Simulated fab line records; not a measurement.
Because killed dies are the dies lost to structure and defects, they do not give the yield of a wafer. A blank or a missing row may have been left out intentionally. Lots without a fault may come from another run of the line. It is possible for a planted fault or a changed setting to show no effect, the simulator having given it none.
Matching of chambers || flow nand harc || ald metal-03 running NHARC_A_CONTACT_ALD_18: 4 sister chambers
The step deposits TiN, target thk 3 nm, pulse time 1 s, ald cycles 150. 36 wafers are shown with their chamber, then 12 later ones without.

== EACH WAFER AND ITS CHAMBER ==
{"wafer": "L074.2", "chamber": 3, "heater power w (W)": 1179, "precursor pulse height rel": 1.020}
{"wafer": "L074.3", "chamber": 0, "heater power w (W)": 939, "precursor pulse height rel": 1.007}
{"wafer": "L074.6", "chamber": 3, "heater power w (W)": 1131, "precursor pulse height rel": 0.995}
{"wafer": "L076.2", "chamber": 0, "heater power w (W)": 959, "precursor pulse height rel": 0.963}
{"wafer": "L076.5", "chamber": 0, "heater power w (W)": 937, "precursor pulse height rel": 0.966}
{"wafer": "L076.6", "chamber": 3, "heater power w (W)": 1180, "precursor pulse height rel": 0.999}
{"wafer": "L079.2", "chamber": 3, "heater power w (W)": 1166, "precursor pulse height rel": 1.001}
{"wafer": "L079.3", "chamber": 2, "heater power w (W)": 1064, "precursor pulse height rel": 1.005}
{"wafer": "L079.5", "chamber": 1, "heater power w (W)": 974, "precursor pulse height rel": 1.026}
{"wafer": "L080.3", "chamber": 2, "heater power w (W)": 1108, "precursor pulse height rel": 1.009}
{"wafer": "L080.5", "chamber": 0, "heater power w (W)": 994, "precursor pulse height rel": 1.057}
{"wafer": "L080.6", "chamber": 3, "heater power w (W)": 1129, "precursor pulse height rel": 1.016}
{"wafer": "L083.2", "chamber": 2, "heater power w (W)": 1128, "precursor pulse height rel": 0.999}
{"wafer": "L083.5", "chamber": 0, "heater power w (W)": 979, "precursor pulse height rel": 0.998}
{"wafer": "L083.6", "chamber": 1, "heater power w (W)": 972, "precursor pulse height rel": 1.015}
{"wafer": "L082.1", "chamber": 0, "heater power w (W)": 976, "precursor pulse height rel": 1.021}
{"wafer": "L082.2", "chamber": 1, "heater power w (W)": 943, "precursor pulse height rel": 1.047}
{"wafer": "L082.3", "chamber": 3, "heater power w (W)": 1134, "precursor pulse height rel": 0.992}
{"wafer": "L082.4", "chamber": 2, "heater power w (W)": 1115, "precursor pulse height rel": 0.984}
{"wafer": "L082.5", "chamber": 1, "heater power w (W)": 955, "precursor pulse height rel": 0.982}
{"wafer": "L082.6", "chamber": 2, "heater power w (W)": 1103, "precursor pulse height rel": 0.994}
{"wafer": "L085.3", "chamber": 1, "heater power w (W)": 991, "precursor pulse height rel": 1.045}
{"wafer": "L085.4", "chamber": 0, "heater power w (W)": 1006, "precursor pulse height rel": 0.991}
{"wafer": "L085.5", "chamber": 0, "heater power w (W)": 976, "precursor pulse height rel": 1.019}
{"wafer": "L084.4", "chamber": 3, "heater power w (W)": 1162, "precursor pulse height rel": 0.971}
{"wafer": "L084.5", "chamber": 1, "heater power w (W)": 942, "precursor pulse height rel": 1.020}
{"wafer": "L084.6", "chamber": 2, "heater power w (W)": 1109, "precursor pulse height rel": 1.052}
{"wafer": "L088.2", "chamber": 2, "heater power w (W)": 1115, "precursor pulse height rel": 1.026}
{"wafer": "L088.4", "chamber": 3, "heater power w (W)": 1113, "precursor pulse height rel": 0.974}
{"wafer": "L088.5", "chamber": 0, "heater power w (W)": 971, "precursor pulse height rel": 1.010}
{"wafer": "L089.3", "chamber": 2, "heater power w (W)": 1133, "precursor pulse height rel": 1.021}
{"wafer": "L089.5", "chamber": 2, "heater power w (W)": 1134, "precursor pulse height rel": 0.988}
{"wafer": "L089.6", "chamber": 1, "heater power w (W)": 969, "precursor pulse height rel": 0.986}
{"wafer": "L091.2", "chamber": 0, "heater power w (W)": 985, "precursor pulse height rel": 1.003}
{"wafer": "L091.3", "chamber": 1, "heater power w (W)": 963, "precursor pulse height rel": 1.025}
{"wafer": "L091.4", "chamber": 2, "heater power w (W)": 1149, "precursor pulse height rel": 0.968}

SIGNATURES, as means of the wafers listed above
{"reading": "heater power w", "chamber 0": 972.20, "chamber 1": 963.62, "chamber 2": 1115.80, "chamber 3": 1149.25, "scatter within a chamber": 22.1}
{"reading": "precursor pulse height rel", "chamber 0": 1.00350, "chamber 1": 1.01825, "chamber 2": 1.00460, "chamber 3": 0.99600, "scatter within a chamber": 0.0237}
Rule: for a wafer and a chamber, the distance is found by dividing, reading by reading, the gap between the wafer's reading and the chamber's mean by the reading's scatter, squaring, summing and taking the root. If the next closest chamber is less than 2 further off than the closest, the wafer can't be placed; otherwise it belongs to the closest. How the scatter is found: for the shown wafers, subtract from each reading the mean of its chamber, square and add these, divide the total by (wafers less chambers), then take the root.

== WAFERS WITHOUT THEIR CHAMBER ==
{"wafer": "L091.1", "heater power w (W)": 1104, "precursor pulse height rel": 1.009}
{"wafer": "L091.5", "heater power w (W)": 1158, "precursor pulse height rel": 1.015}
{"wafer": "L091.6", "heater power w (W)": 1117, "precursor pulse height rel": 1.002}
{"wafer": "L095.1", "heater power w (W)": 968, "precursor pulse height rel": 1.061}
{"wafer": "L095.2", "heater power w (W)": 998, "precursor pulse height rel": 1.022}
{"wafer": "L095.4", "heater power w (W)": 1140, "precursor pulse height rel": 0.992}
{"wafer": "L096.1", "heater power w (W)": 999, "precursor pulse height rel": 0.992}
{"wafer": "L096.3", "heater power w (W)": 972, "precursor pulse height rel": 0.975}
{"wafer": "L096.6", "heater power w (W)": 990, "precursor pulse height rel": 1.001}
{"wafer": "L096.2", "heater power w (W)": 1127, "precursor pulse height rel": 0.993}
{"wafer": "L096.4", "heater power w (W)": 1130, "precursor pulse height rel": 1.016}
{"wafer": "L096.5", "heater power w (W)": 1004, "precursor pulse height rel": 1.001}

== WHICH CHAMBER EACH WENT THROUGH ==
{"wafer": "L091.1", "from the rows above": "can't be placed: 2 or 3", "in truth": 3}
{"wafer": "L091.5", "from the rows above": "can't be placed: 3 or 2", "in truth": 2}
{"wafer": "L091.6", "from the rows above": "can't be placed: 2 or 3", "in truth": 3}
{"wafer": "L095.1", "from the rows above": "can't be placed: 1 or 0", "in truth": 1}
{"wafer": "L095.2", "from the rows above": "can't be placed: 0 or 1", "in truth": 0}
{"wafer": "L095.4", "from the rows above": "can't be placed: 3 or 2", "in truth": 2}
{"wafer": "L096.1", "from the rows above": "can't be placed: 0 or 1", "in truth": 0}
{"wafer": "L096.3", "from the rows above": "can't be placed: 0 or 1", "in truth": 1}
{"wafer": "L096.6", "from the rows above": "can't be placed: 0 or 1", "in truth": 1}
{"wafer": "L096.2", "from the rows above": "can't be placed: 2 or 3", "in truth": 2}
{"wafer": "L096.4", "from the rows above": "can't be placed: 2 or 3", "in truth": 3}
{"wafer": "L096.5", "from the rows above": "can't be placed: 0 or 1", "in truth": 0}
0 of 12 placed correctly. Unplaceable from these rows: 12, with the true chamber sitting among the candidates in 12. 0 placed wrongly.
